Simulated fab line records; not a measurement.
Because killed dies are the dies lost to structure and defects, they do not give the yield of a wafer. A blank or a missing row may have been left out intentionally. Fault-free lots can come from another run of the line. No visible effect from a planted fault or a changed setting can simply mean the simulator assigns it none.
fab line records -- flow nand-harc
[record] lots = 5, wafers = 15, last-day = 34
route steps=1302 shown P_ZERO_WELL@44 END@1302
lots with no fault: from the same line, run without faults
start-h: the number of hours between the record's first day and the start of the first shown wafer of the lot -- wait-h: hours from the lot's prior step to this one -- " unchanged from the row above -- L1.1+2: a single row standing in for several wafers -- - value missing, or start not given -- * or withheld: withheld -- < > ~ a bound
route shown NAME@n: a module of which the file shows steps, and the number in the route of the first -- usual: mean and standard deviation over wafers with no fault -- same: alike in all rows -- chamber/n: place in a boat -- sites: the reading at each site -- _std_site: the standard deviation of these -- _edge_site: mean of outer sites minus mean of inner sites -- radius-mm: for every site, how far away it sits from the centre of the wafer -- mask NAME#n: copy n -- behind: the tool/chamber that last shaped the wafer -- hold: the reason the lot was held/the length of the hold in hours/how it ended -- device: names the non-switching transistor (n, p or np) -- end of line: the tests these same wafers got at the end of their route -- a step with no rows: only its recipe -- killed: the dies lost at the first sort to structure and to defects; this is not the yield of the wafer -- map: the dies of a wafer, with x for killed, . for not killed, _ for no die there
set.NAME: the setting the step ran with; set.NAME@STEP: the setting that earlier step ran with -- model.NAME: the simulator's own value behind a step, which no gauge read
lots at some steps of the route; a table a step, a row a wafer
services: from which hour (start-h, from the record's first day; less than 0 if before it) a tool's chamber was out of use, for how many hours, and why
[[steps]]
[step NHARC_P_ZERO_WELL_CD_MEAS_37]
[recipe] target-cd-nm = 720, landing-energy-ev = 500
[usual] cd-nm = 719.7/2.1
lot.wafer,tool,chamber,start-h,wait-h,cd-nm
L232.3,cd-sem-01,0,104.09,-,724.1
L232.5,cd-sem-01,0,104.09,-,719.5
L232.6,cd-sem-01,0,104.09,-,722.1
L235.2,cd-sem-03,0,134.23,-,721.4
L235.5,cd-sem-03,0,134.23,-,722.7
L235.6,cd-sem-03,0,134.23,-,722.3
L239.1,cd-sem-02,0,174.24,-,721.4
L239.3,cd-sem-02,0,174.24,-,717.9
L239.5,cd-sem-02,0,174.24,-,721.6
L240.2,cd-sem-03,0,184.05,-,720.1
L240.3,cd-sem-03,0,184.05,-,719.4
L240.6,cd-sem-03,0,184.05,-,718.6
L246.3,cd-sem-02,0,244.41,-,720.5
L246.4,cd-sem-02,0,244.41,-,721.7
L246.5,cd-sem-02,0,244.41,-,719.8
[step NHARC_P_ZERO_WELL_HARDBAKE_38]
[recipe] temp-c = 125, time-s = 80
[step NHARC_P_ZERO_WELL_DESCUM_39]
[recipe] time-s = 3, o2-flow-sccm = 200, ar-flow-sccm = 0, bias-power-w = 0, chemistry = O2
[usual] drypump-motor-current-A = 5.6/0.45, oes-product-au = 0.998/0.0099, rf-vpp-V = 57.8/0.98, showerhead-plenum-p-Torr = 1.91/0.084, throttle-valve-pct = 11.312/0.0089
lot.wafer,tool,chamber,start-h,wait-h,drypump-motor-current-A,oes-product-au,rf-hours-counter-h,rf-vpp-V,showerhead-plenum-p-Torr,throttle-valve-pct
L232.3,rie-diel-07,3,104.24,-,6.2,1.002,54,57.6,1.96,11.318
L232.6,rie-diel-07,3,104.24,-,6.2,0.992,-,57.2,1.96,11.312
L232.5,rie-diel-07,0,104.24,-,5.8,0.984,-,57.9,1.84,11.315
L235.2,rie-diel-02,2,134.40,-,5.9,0.988,26,59.0,1.92,11.323
L235.6,rie-diel-02,1,134.40,-,5.3,1.013,-,58.4,2.07,11.315
L235.5,rie-diel-02,2,134.40,-,6.0,0.982,-,57.7,1.92,11.309
L239.1,rie-diel-10,0,174.40,-,6.0,1.003,37,56.3,1.78,11.319
L239.3,rie-diel-10,3,174.40,-,5.0,1.002,36,58.2,1.87,11.314
L239.5,rie-diel-10,1,174.40,-,5.9,0.992,-,57.7,1.81,11.298
L240.2,rie-diel-02,0,184.21,-,5.3,0.995,48,58.4,1.99,11.315
L240.3,rie-diel-02,3,184.21,-,5.2,0.992,43,57.8,2.06,11.304
L240.6,rie-diel-02,0,184.21,-,5.3,0.994,-,57.6,1.99,11.303
L246.4,rie-diel-02,3,244.58,-,5.2,0.966,7,57.8,2.06,11.327
L246.3,rie-diel-02,0,244.58,-,5.2,0.982,7,59.2,1.99,11.314
L246.5,rie-diel-02,2,244.58,-,5.9,0.989,-,57.7,1.91,11.314
[step NHARC_P_ZERO_WELL_IMPLANT_40]
[recipe] energy-kev = 300, dose-cm2 = 1e+13, tilt-deg = 7
[step NHARC_P_ZERO_WELL_IMPLANT_59]
[recipe] energy-kev = 120, dose-cm2 = 5e+12, tilt-deg = 7
[step NHARC_P_ZERO_WELL_IMPLANT_60]
[recipe] energy-kev = 30, dose-cm2 = 2e+12, tilt-deg = 7
[step NHARC_P_ZERO_WELL_STRIP_41]
[recipe] time-s = 840, temp-c = 130, chemistry = SPM
[step NHARC_P_ZERO_WELL_DEHYDRATE_44]
[recipe] temp-c = 150, time-s = 120
[step NHARC_P_ZERO_WELL_HMDS_45]
[recipe] time-s = 30
[step NHARC_P_ZERO_WELL_COAT_46]
[recipe] spin-rpm = withheld
[step NHARC_P_ZERO_WELL_SOFTBAKE_47]
[recipe] temp-c = 122, time-s = 95
[step NHARC_P_ZERO_WELL_EBR_48]
[step NHARC_P_ZERO_WELL_EXPOSE_49]
[recipe] na = 0.6, target-cd-nm = 2000, dose-mj = 22.64, mask-id = P_HVPW
lot.wafer,tool,chamber,start-h,wait-h,mask
L232.3+5+6,krf-scanner-03,0,105.47,-,P_HVPW#0
L235.2+5+6,krf-scanner-04,0,135.62,-,P_HVPW#0
L239.1+3+5,krf-scanner-04,0,175.59,-,P_NWELL#0
L240.2+3+6,krf-scanner-01,0,185.55,-,P_HVPW#0
L246.3+4+5,krf-scanner-01,0,245.92,-,P_HVPW#0
[step NHARC_P_ZERO_WELL_PEB_50]
[recipe] peb-temp-c = 118, peb-time-s = 85
[step NHARC_P_ZERO_WELL_DEVELOP_51]
[recipe] time-s = 70
[step NHARC_P_ZERO_WELL_CD_MEAS_52]
[recipe] target-cd-nm = 2000, landing-energy-ev = 500
[usual] cd-nm = 1999.8/1.4
lot.wafer,tool,chamber,start-h,wait-h,cd-nm
L232.3,cd-sem-01,0,105.62,-,1998.5
L232.5,cd-sem-01,0,105.62,-,1998.4
L232.6,cd-sem-01,0,105.62,-,2002.3
L235.2,cd-sem-01,0,135.77,-,2002.4
L235.5,cd-sem-01,0,135.77,-,2000.6
L235.6,cd-sem-01,0,135.77,-,2001.2
L239.1,cd-sem-03,0,175.75,-,-
L239.3,cd-sem-03,0,175.75,-,-
L239.5,cd-sem-03,0,175.75,-,-
L240.2,cd-sem-02,0,185.70,-,2000.6
L240.3,cd-sem-02,0,185.70,-,1998.4
L240.6,cd-sem-02,0,185.70,-,1999.2
L246.3,cd-sem-01,0,246.07,-,2003.0
L246.4,cd-sem-01,0,246.07,-,2000.2
L246.5,cd-sem-01,0,246.07,-,2002.3
[step NHARC_P_ZERO_WELL_HARDBAKE_53]
[recipe] temp-c = 125, time-s = 80
[step NHARC_END_SORT_01]
[recipe] temp-c = 25
[usual] killed-at-array = 57/18, killed-at-other = 0.8/1, killed-at-periphery = 3.9/2.8, killed-dies = 62/18, killed-open = 3.4/1.8, killed-short = 2.2/1.6
[same] gross-dies = 677
lot.wafer,tool,chamber,start-h,wait-h,killed-at-array,killed-at-other,killed-at-periphery,killed-dies,killed-open,killed-short
L235.2,prober-01,0,677.73,2.8,10,2,1,13,2,2
L235.5,prober-01,0,680.12,3.7,29,1,2,32,3,3
L235.6,prober-01,0,680.91,4.0,29,1,3,33,6,3
L239.1,prober-02,0,704.86,2.5,84,0,593,677,5,2
L239.3,prober-02,0,706.44,3.1,71,0,606,677,6,2
L239.5,prober-02,0,708.03,3.7,64,0,613,677,1,6
L240.2,prober-01,0,741.79,2.8,63,2,0,65,2,0
L240.3,prober-01,0,742.60,3.1,72,1,0,73,1,1
L240.6,prober-01,0,745.02,4.0,63,2,2,67,6,5
// killed by level:class
L235.2 A_CHANNEL_HOLE_D1:chamber-film-flake=5 A_ZERO_WELL:chamber-film-flake=2 P_M0:geometric-particle:open=1 A_CHANNEL_FILL_D2:geometric-particle:short=1 A_SGD_CUT:geometric-particle:open=1 STARTING-WAFER:geometric-particle:short=1 A_SLIT:chamber-film-flake=1 THIN_TSV:chamber-film-flake=1
L235.5 A_CHANNEL_HOLE_D1:chamber-film-flake=11 A_CONTACT:chamber-film-flake=4 A_SLIT:chamber-film-flake=3 A_SOURCE_PLATE:geometric-particle:short=2 A_WL_FILL:geometric-particle:open=2 A_STAIRCASE:chamber-film-flake=2 A_CHANNEL_FILL_D2:geometric-particle:open=1 A_SGD_CUT:geometric-particle:short=1
L235.6 A_CHANNEL_HOLE_D1:chamber-film-flake=8 A_SGD_CUT:geometric-particle:open=4 A_SLIT:chamber-film-flake=2 A_WL_FILL:chamber-film-flake=2 A_CONTACT:chamber-film-flake=2 A_BLC:chamber-film-flake=2 P_M0:geometric-particle:open=1 A_CHANNEL_HOLE_D2:geometric-particle:short=1
L239.1 P_ZERO_WELL:area-expose=592 A_CHANNEL_HOLE_D1:chamber-film-flake=36 A_SLIT:chamber-film-flake=32 A_CONTACT:chamber-film-flake=4 A_ONON_D1:geometric-particle:open=2 A_STAIRCASE:chamber-film-flake=2 A_CHANNEL_HOLE_D1:geometric-particle:open=1 A_CHANNEL_HOLE_D1:geometric-particle:short=1
L239.3 P_ZERO_WELL:area-expose=606 A_CHANNEL_HOLE_D1:chamber-film-flake=31 A_SLIT:chamber-film-flake=24 A_BLC:geometric-particle:open=3 A_CONTACT:chamber-film-flake=3 A_ONON_D1:geometric-particle:short=1 A_ONON_D1:geometric-particle:open=1 A_CHANNEL_FILL_D2:geometric-particle:short=1
L239.5 P_ZERO_WELL:area-expose=609 A_CHANNEL_HOLE_D1:chamber-film-flake=29 A_SLIT:chamber-film-flake=20 A_STAIRCASE:chamber-film-flake=4 A_CONTACT:chamber-film-flake=3 A_M0:geometric-particle:short=2 P_ZERO_WELL:chamber-film-flake=2 A_CHANNEL_FILL_D1:chamber-film-flake=2
L240.2 A_CHANNEL_HOLE_D2:chamber-film-flake=29 A_SLIT:chamber-film-flake=21 A_CHANNEL_HOLE_D1:chamber-film-flake=4 A_STAIRCASE:chamber-film-flake=2 A_SGD_CUT:chamber-film-flake=2 THIN_TSV:chamber-film-flake=2 A_CHANNEL_FILL_D1:geometric-particle:open=1 A_ONON_D2:geometric-particle:open=1
L240.3 A_SLIT:chamber-film-flake=39 A_CHANNEL_HOLE_D2:chamber-film-flake=16 A_CHANNEL_HOLE_D1:chamber-film-flake=5 A_CONTACT:chamber-film-flake=5 A_SGD_CUT:chamber-film-flake=3 A_CHANNEL_FILL_D1:geometric-particle:short=1 A_CONTACT:geometric-particle:open=1 A_CHANNEL_FILL_D1:chamber-film-flake=1
L240.6 A_SLIT:chamber-film-flake=27 A_CHANNEL_HOLE_D2:chamber-film-flake=16 A_CHANNEL_HOLE_D1:chamber-film-flake=5 A_CONTACT:chamber-film-flake=3 A_BLC:geometric-particle:open=2 P_M0:geometric-particle:open=1 A_CHANNEL_HOLE_D2:geometric-particle:short=1 A_CHANNEL_FILL_D2:geometric-particle:short=1
// map L239.1 (x killed, . not)
____________x____________
_________xxxxxxx_________
_______xxxxxxxxxxx_______
______xxxxxxxxxxxxx______
_____xxxxxxxxxxxxxxx_____
____xxxxxxxxxxxxxxxxx____
____xxxxxxxxxxxxxxxxx____
___xxxxxxxxxxxxxxxxxxx___
___xxxxxxxxxxxxxxxxxxx___
__xxxxxxxxxxxxxxxxxxxxx__
__xxxxxxxxxxxxxxxxxxxxx__
_xxxxxxxxxxxxxxxxxxxxxxx_
_xxxxxxxxxxxxxxxxxxxxxxx_
_xxxxxxxxxxxxxxxxxxxxxxx_
_xxxxxxxxxxxxxxxxxxxxxxx_
_xxxxxxxxxxxxxxxxxxxxxxx_
xxxxxxxxxxxxxxxxxxxxxxxxx
xxxxxxxxxxxxxxxxxxxxxxxxx
xxxxxxxxxxxxxxxxxxxxxxxxx
xxxxxxxxxxxxxxxxxxxxxxxxx
xxxxxxxxxxxxxxxxxxxxxxxxx
_xxxxxxxxxxxxxxxxxxxxxxx_
_xxxxxxxxxxxxxxxxxxxxxxx_
_xxxxxxxxxxxxxxxxxxxxxxx_
_xxxxxxxxxxxxxxxxxxxxxxx_
_xxxxxxxxxxxxxxxxxxxxxxx_
__xxxxxxxxxxxxxxxxxxxxx__
__xxxxxxxxxxxxxxxxxxxxx__
___xxxxxxxxxxxxxxxxxxx___
___xxxxxxxxxxxxxxxxxxx___
____xxxxxxxxxxxxxxxxx____
____xxxxxxxxxxxxxxxxx____
_____xxxxxxxxxxxxxxx_____
______xxxxxxxxxxxxx______
_______xxxxxxxxxxx_______
_________xxxxxxx_________
____________x____________
// map L235.6 (x killed, . not)
____________x____________
_________x......_________
_______.xx........_______
______xxx.........x______
_____...x.........x._____
____......x..........____
____......x..........____
___.....x.............___
___............x..x..x___
__........x............__
__......x.........x....__
_.........x............._
_.......x...x..........._
_......................._
_...........x..........._
_......................._
.........................
................x........
.........................
.........................
........................x
_......................x_
_......................._
_......................._
_..x...................._
_......................._
__.....................__
__.....................__
___...................___
___..........x........___
____.................____
____.x.....x.....x...____
_____............x.._____
______.............______
_______..........._______
_________.....x._________
____________.____________
[[services]]
tool,chamber,start-h,hours,kind
rie-diel-02,0,98.47,-,clean
rie-diel-02,1,98.47,-,clean
rie-diel-02,2,98.47,-,clean
rie-diel-02,3,98.47,-,clean
rie-diel-07,2,100.78,15.0,repair
rie-diel-07,-,118.53,9.0,pm
rie-diel-02,0,122.97,-,clean
rie-diel-02,1,122.97,-,clean
rie-diel-02,2,122.97,-,clean
rie-diel-02,3,122.97,-,clean
krf-scanner-01,-,140.00,4.0,pm
krf-scanner-04,-,142.36,0.7,repair
rie-diel-02,0,147.47,-,clean
rie-diel-02,1,147.47,-,clean
rie-diel-02,2,147.47,-,clean
krf-scanner-01,-,148.26,0.8,repair
rie-diel-10,-,175.08,1.0,repair
krf-scanner-04,-,182.00,4.0,pm
rie-diel-02,0,206.22,9.3,repair
krf-scanner-01,-,209.51,0.6,repair
rie-diel-02,-,217.40,9.0,pm
krf-scanner-03,-,224.00,4.0,pm
rie-diel-07,3,233.57,15.1,repair
rie-diel-10,-,243.46,9.0,pm
[[key]]
[first-sign] step = NHARC_P_ZERO_WELL_EXPOSE_49, reading = mask, direction = changed
[effect] step = NHARC_P_ZERO_WELL_CD_MEAS_52, reading = cd-nm, direction = missing
[effect] step = NHARC_END_SORT_01, reading = killed-at-periphery, direction = up, sigmas = 99+, usual = 3.9, struck = 604
[more-kills-born-at] NHARC_P_ZERO_WELL_EXPOSE_49@krf-scanner-04 = 1807
met-at NHARC_P_ZERO_WELL_EXPOSE_49
struck-wafers L239.1,L239.3,L239.5
later-rows-left-out L239.1,L239.3,L239.5
tester-left-out L239
onset-between 135.62 175.59
[fault] kind = wrong-mask, tool = any, chamber = -, onset-h = 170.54, steps = NHARC_P_ZERO_WELL_EXPOSE_49, aux-copy = P_NWELL#0, scope = struck-lots-only
// tester-left-out: of these lots the tester's yield and bins aren't shown, on N5 and GAA mostly nor the transistor test; their killed dies are dies lost to structure and defects alone, not to doping, threshold or leakage, so they don't give the yield
// later-rows-left-out: the simulator's readings of these wafers behind a module that went badly wrong aren't trusted and aren't shown, but for the sort
